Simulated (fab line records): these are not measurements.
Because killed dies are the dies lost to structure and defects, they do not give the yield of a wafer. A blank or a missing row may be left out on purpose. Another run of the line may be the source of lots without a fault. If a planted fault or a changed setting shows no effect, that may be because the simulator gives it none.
Chamber matching / flow nandHarc / 4 sister chambers for NHARC_A_STAIRCASE_DESCUM_11 on rieDiel-02
The step chemistry O2, time 3 s. 4 wafers are shown with their chamber, then 8 later ones without.

EACH WAFER AND ITS CHAMBER
wafer=L085.1; chamber=3; showerheadPlenumPTorr (Torr)=1.90
wafer=L085.2; chamber=1; showerheadPlenumPTorr (Torr)=1.84
wafer=L085.6; chamber=2; showerheadPlenumPTorr (Torr)=1.79
wafer=L084.3; chamber=0; showerheadPlenumPTorr (Torr)=1.95

WAFERS WHOSE CHAMBER IS MISSING
wafer=L084.4; showerheadPlenumPTorr (Torr)=1.84
wafer=L084.5; showerheadPlenumPTorr (Torr)=1.89
wafer=L087.2; showerheadPlenumPTorr (Torr)=1.83
wafer=L087.4; showerheadPlenumPTorr (Torr)=1.79
wafer=L087.6; showerheadPlenumPTorr (Torr)=1.84
wafer=L095.4; showerheadPlenumPTorr (Torr)=1.83
wafer=L095.5; showerheadPlenumPTorr (Torr)=1.83
wafer=L095.6; showerheadPlenumPTorr (Torr)=1.94

CHAMBER TAKEN BY EACH
wafer=L084.4; from the rows above=1; in truth=1
wafer=L084.5; from the rows above=3; in truth=3
wafer=L087.2; from the rows above=1; in truth=1
wafer=L087.4; from the rows above=2; in truth=2
wafer=L087.6; from the rows above=1; in truth=1
wafer=L095.4; from the rows above=1; in truth=1
wafer=L095.5; from the rows above=1; in truth=1
wafer=L095.6; from the rows above=0; in truth=0
8 of 8 placed correctly. Can't be placed from these rows: 0. Number placed wrongly: 0.
How it was worked out, from the rows above alone: a wafer's distance from a chamber is the root of the sum, over the readings, of the square of ((its reading less the chamber's mean) divided by the reading's scatter). If the next closest chamber is less than 2 further off than the closest, the wafer can't be placed; otherwise it belongs to the closest. For every chamber, the mean is computed from those of its wafers that are shown. The scatter: with one shown wafer a chamber, the root of the mean of the squares of how far each hidden wafer lies from its nearest shown one.
